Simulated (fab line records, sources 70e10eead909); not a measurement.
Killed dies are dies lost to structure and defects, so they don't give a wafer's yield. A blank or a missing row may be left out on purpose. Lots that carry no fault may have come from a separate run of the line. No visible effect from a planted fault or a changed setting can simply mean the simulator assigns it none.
A struck lot beside a sound one | flow nandHarc | 40 out of 1302 route steps
Sound: the wafers L265.2, L265.5, L265.6. Struck: wafers L256.1, L256.3, L256.4. The cause comes at the end.
Per side, at each step with rows, come the tool, then ch with its chambers, and then its first start. Under that, the readings that differ: sound wafers | struck wafers | difference of the means | sigmas: that difference in standard deviations of wafers without a fault.
alike: readings with means less than 2 such deviations apart, plus words and numbers identical on both sides. not compared: withheld readings, readings lacking a value on some wafer, bounds such as >300 that could conceal the same value, and numbers that have no deviation in the record and whose values overlap.
Wherever a step has rows on one side only, a row that says differs or no value, or a row with sigmas, the two part there. Numbers that have no deviation but don't overlap get no sigmas and don't part them. A reading missing from all wafers of one side parts the sides only when that side holds two or more wafers.

NHARC_A_BONDPAD_THK_MEAS_20: measures by xrf.
  sound on filmMetro-01 at day 29 05:37; struck on filmMetro-02 at day 25 05:59
  alike: thkNm
then, 1 step without rows for these wafers: NHARC_A_BONDPAD_SRD_21 (time 30 s, dry time 20 s).
NHARC_A_BONDPAD_INSPECT_23:
  sound on defectInspect-01 at day 29 05:51; struck on defectInspect-02 at day 25 06:12
  alike: rawDefectCount
NHARC_HYBRID_BOND_ACTIVATE_00: chemistry N2, time 60 s.
  sound on rieDiel-03 ch 0,3, day 29 05:55; struck on rieDiel-04 ch 0,2,3, day 25 06:16
  alike: drypumpMotorCurrentA, n2FlowSccm, oesProductAu, rfVppV, showerheadPlenumPTorr
  not compared: rfHoursCounterH
then, 4 steps without rows for these wafers: NHARC_HYBRID_BOND_PRECLEAN_01 (cleans in DIW, time 300 s); NHARC_HYBRID_BOND_SRD_02 (time 30 s, dry time 20 s); NHARC_HYBRID_BOND_BOND_03; NHARC_HYBRID_BOND_ANNEAL_04 (time 7200 s).
NHARC_HYBRID_BOND_OVL_MEAS_05:
  sound on overlay-01 at day 29 14:03; struck on overlay-01 at day 25 15:41
  alike: overlayXNm, overlayYNm
NHARC_HYBRID_BOND_INSPECT_06: inspects for defects (ir void).
  sound on defectInspect-01 at day 29 14:06; struck on defectInspect-01 at day 25 15:44
  alike: rawDefectCount
NHARC_THIN_TSV_GRIND_00:
  sound on grinder-01 ch 0, day 29 15:56; struck on grinder-01 ch 0, day 25 15:54
  alike: headPressurePsi, motorCurrentA
then, 13 steps without rows for these wafers: NHARC_THIN_TSV_CMP_01 (polishes); NHARC_THIN_TSV_SRD_03; NHARC_THIN_TSV_PRECLEAN_41 (cleans in SC1); NHARC_THIN_TSV_SRD_42; NHARC_THIN_TSV_DEP_43 (deposits SiO2, target thk 1328.5 nm); NHARC_THIN_TSV_DEHYDRATE_04 (time 120 s); NHARC_THIN_TSV_HMDS_05 (time 30 s); NHARC_THIN_TSV_COAT_06; NHARC_THIN_TSV_SOFTBAKE_07 (time 95 s); NHARC_THIN_TSV_EBR_08; NHARC_THIN_TSV_EXPOSE_09 (exposes mask TSV); NHARC_THIN_TSV_PEB_10 (peb time 85 s); NHARC_THIN_TSV_DEVELOP_11 (time 70 s).
NHARC_THIN_TSV_CD_MEAS_12: target cd 1000 nm.
  sound on cdSem-01 ch 0, day 29 18:19; struck on cdSem-03 ch 0, day 25 18:26
  alike: cdNm
then, 3 steps without rows for these wafers: NHARC_THIN_TSV_HARDBAKE_13 (time 80 s); NHARC_THIN_TSV_DESCUM_14 (chemistry O2, time 3 s); NHARC_THIN_TSV_ETCH_44 (etches the open film in CF4/O2, target depth 1594.2 nm, time 797.1 s).
NHARC_THIN_TSV_ETCH_15: target depth 3000 nm, bosch target overetch cycles 2, bosch etch step 2.8 s.
  sound on rieSi-01 ch 0,1,2, day 29 19:11; struck on rieSi-02 ch 1,2,3, day 25 19:15
  alike: drypumpMotorCurrentA
  not compared: rfHoursCounterH
NHARC_THIN_TSV_CD_MEAS_16:
  sound on cdSem-02 at day 29 19:17; struck on cdSem-01 at day 25 19:23
  alike: cdNm
then, 2 steps without rows for these wafers: NHARC_THIN_TSV_STRIP_45 (strips in O2); NHARC_THIN_TSV_STRIP_46 (strips in post etch residue remover, time 1200 s).
NHARC_THIN_TSV_DEP_47: deposits SiO2, target thk 200 nm.
  sound on pecvd-04 ch 0,1,2, day 29 20:12; struck on pecvd-03 ch 1,2, day 25 20:16
  alike: chamberPressureTorr, mfcPrecursorSccm, throttleValvePct
NHARC_THIN_TSV_ETCHBACK_48: etches the open film in C4F8/Ar, target depth 1028.5 nm, time 405.17 s.
  sound on rieDiel-13 ch 0,1, day 29 20:33; struck on rieDiel-13 ch 0,1,2, day 25 20:41
reading             | sound          | struck         | difference | sigmas
oesProductAu (a.u.) | 0.91 0.93 0.91 | 1.01 1.03 0.99 | +0.09      | +3
  alike: rfVppV
  not compared: rfHoursCounterH
then, 2 steps without rows for these wafers: NHARC_THIN_TSV_STRIP_62 (strips in N2/H2, time 20 s); NHARC_THIN_TSV_DEGAS_49 (time 120 s).
NHARC_THIN_TSV_PRE_CLEAN_50: time 30 s.
  sound on pvdSputter-01; struck on pvdSputter-02
  alike: heaterPowerW
then, 2 steps without rows for these wafers: NHARC_THIN_TSV_PVD_19 (deposits TaN, target thk 20 nm); NHARC_THIN_TSV_PVD_51 (deposits Cu, target thk 100 nm).
NHARC_END_SORT_01:
  sound on prober-02 ch 0, day 30 10:58; struck on prober-02 ch 0, day 26 11:56
reading                | sound     | struck         | difference | sigmas
defectLimitedYield (%) | 94.7 92.9 | 0 0 0          | -94        | -35
killedAtOther          | 0 0       | 649 647 655    | +650       | +99 or more
killedDies             | 36 48     | 677 677 677    | +635       | +35
sort_bin_2_pct (%)     | 1.0 2.7   | 96.9 97.5 97.8 | +95.6      | +80
sortNPass              | 641 629   | 0 0 0          | -635       | -35
sortRimYieldPct (%)    | 91 97     | 0 0 0          | -94        | -21
sortYieldPct (%)       | 94.7 92.9 | 0 0 0          | -94        | -35
  alike: killedAtArray, killedAtPeriphery, killedOpen, killedShort, sort_bin_3_pct, sort_bin_4_pct

## WHERE THEY PART
At NHARC_THIN_TSV_ETCHBACK_48 first; at NHARC_END_SORT_01 last (within this record only).

WHY: whatever the simulator had introduced
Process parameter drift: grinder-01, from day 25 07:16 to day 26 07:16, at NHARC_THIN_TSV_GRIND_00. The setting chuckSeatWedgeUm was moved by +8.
